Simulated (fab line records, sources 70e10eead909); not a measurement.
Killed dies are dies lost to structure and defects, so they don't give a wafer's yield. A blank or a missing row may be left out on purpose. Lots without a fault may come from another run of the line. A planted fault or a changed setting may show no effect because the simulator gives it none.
Chamber matching | flow nand_harc | NHARC_A_M0_CMP_23 on cmp-02: 4 sister chambers
The step polishes, t overpolish 20 s, target thk 113.75 nm. 8 wafers are shown with their chamber, then 7 later ones without.

WAFERS WITH THEIR CHAMBER
wafer  | chamber | motor_current_A (A) | time_to_endpoint_s (s)
L228.1 | 0       | 12.9                | 26.5
L231.2 | 1       | 9.8                 | 29.3
L230.3 | 0       | 13.0                | 29.8
L242.1 | 1       | 9.9                 | 32.1
L242.2 | 2       | 10.4                | 30.6
L242.3 | 3       | 10.4                | 31.2
L239.3 | 3       | 9.9                 | 32.0
L239.4 | 2       | 10.8                | 30.2

WAFERS WITHOUT THEIR CHAMBER
wafer  | motor_current_A (A) | time_to_endpoint_s (s)
L239.6 | 13.5                | 28.5
L241.2 | 9.7                 | 30.3
L241.5 | 13.5                | 28.3
L241.6 | 10.4                | 30.2
L243.2 | 11.4                | 26.4
L243.5 | 10.2                | 26.7
L243.6 | 11.1                | 26.2

WHICH CHAMBER EACH WENT THROUGH
wafer  | from the rows above          | in truth
L239.6 | 0                            | 0
L241.2 | can't be placed: 1 or 3      | 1
L241.5 | 0                            | 0
L241.6 | can't be placed: 2 or 3 or 1 | 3
L243.2 | 2                            | 2
L243.5 | can't be placed: 2 or 1 or 3 | 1
L243.6 | can't be placed: 2 or 3      | 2
Placed correctly: 3 of 7. Can't be placed from these rows: 4 (the true chamber is among the candidates in 4). Placed wrongly: 0.
How it was worked out, from the rows above alone: a wafer's distance from a chamber is the root of the sum, over the readings, of the square of ((its reading less the chamber's mean) divided by the reading's scatter). The wafer belongs to the nearest chamber; if the next one is less than 2 further off, it can't be placed. A chamber's mean is the mean of its shown wafers. The scatter: the root of (the sum of the squares of (reading less its chamber's mean) over the shown wafers, divided by (wafers less chambers)).
